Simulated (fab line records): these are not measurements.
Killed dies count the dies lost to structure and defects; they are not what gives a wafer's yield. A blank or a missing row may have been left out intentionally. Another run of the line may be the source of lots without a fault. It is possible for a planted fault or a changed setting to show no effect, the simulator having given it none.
Chamber matching -- flow n5_finfet -- pecvd-02 running N5_BEOL_M2_ILD_DEP_00: 3 sister chambers
The step deposits SiOC from DEMS/O2, target thk 79 nm, time 15.3 s. 16 wafers are shown with their chamber, then 8 later ones without.

## WAFERS WITH THEIR CHAMBER
wafer,chamber,throttle_valve_pct (%),heater_power_w (W),showerhead_plenum_p_Torr (Torr)
L074.1,1,12.1,469,5.698
L074.4,2,11.9,361,5.696
L074.5,0,11.1,516,5.669
L076.2,0,10.9,482,5.696
L076.3,2,12.1,427,5.691
L076.5,1,12.1,460,5.713
L081.2,1,12.2,476,5.702
L081.5,0,11.0,478,5.683
L081.6,1,12.0,471,5.700
L087.2,2,11.8,383,5.675
L087.3,0,11.2,478,5.684
L087.6,2,12.0,388,5.667
L090.3,1,12.5,488,5.671
L090.4,0,11.5,501,5.693
L090.6,1,12.2,473,5.699
L089.3,0,11.2,419,5.686

SIGNATURES, as means of the wafers listed above
reading,chamber 0,chamber 1,chamber 2,scatter within a chamber
throttle_valve_pct,11.150,12.183,11.950,0.178
heater_power_w,479.00,472.83,389.75,25
showerhead_plenum_p_Torr,5.68517,5.69717,5.68225,0.0123
Rule: a wafer's distance from a chamber is the root of the sum, over the readings, of the square of ((its reading less the chamber's mean) divided by the reading's scatter). The wafer belongs to the nearest chamber; if the next one is less than 2 further off, it can't be placed. How the scatter is found: for the shown wafers, subtract from each reading the mean of its chamber, square and add these, divide the total by (wafers less chambers), then take the root.

## WAFERS WITHOUT THEIR CHAMBER
wafer,throttle_valve_pct (%),heater_power_w (W),showerhead_plenum_p_Torr (Torr)
L089.4,12.0,377,5.684
L089.5,10.8,427,5.683
L096.1,12.1,484,5.701
L096.2,11.2,515,5.689
L096.5,11.1,518,5.696
L097.1,11.6,435,5.673
L097.2,11.9,391,5.693
L097.4,12.3,401,5.699

## CHAMBER TAKEN BY EACH
wafer,from the rows above,in truth
L089.4,2,2
L089.5,0,0
L096.1,1,1
L096.2,0,0
L096.5,0,0
L097.1,can't be placed: 2 or 0 or 1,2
L097.2,2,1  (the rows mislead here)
L097.4,can't be placed: 2 or 1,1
5 of 8 placed correctly. Can't be placed from these rows: 2 (the true chamber is among the candidates in 2). Wrongly placed: 1.
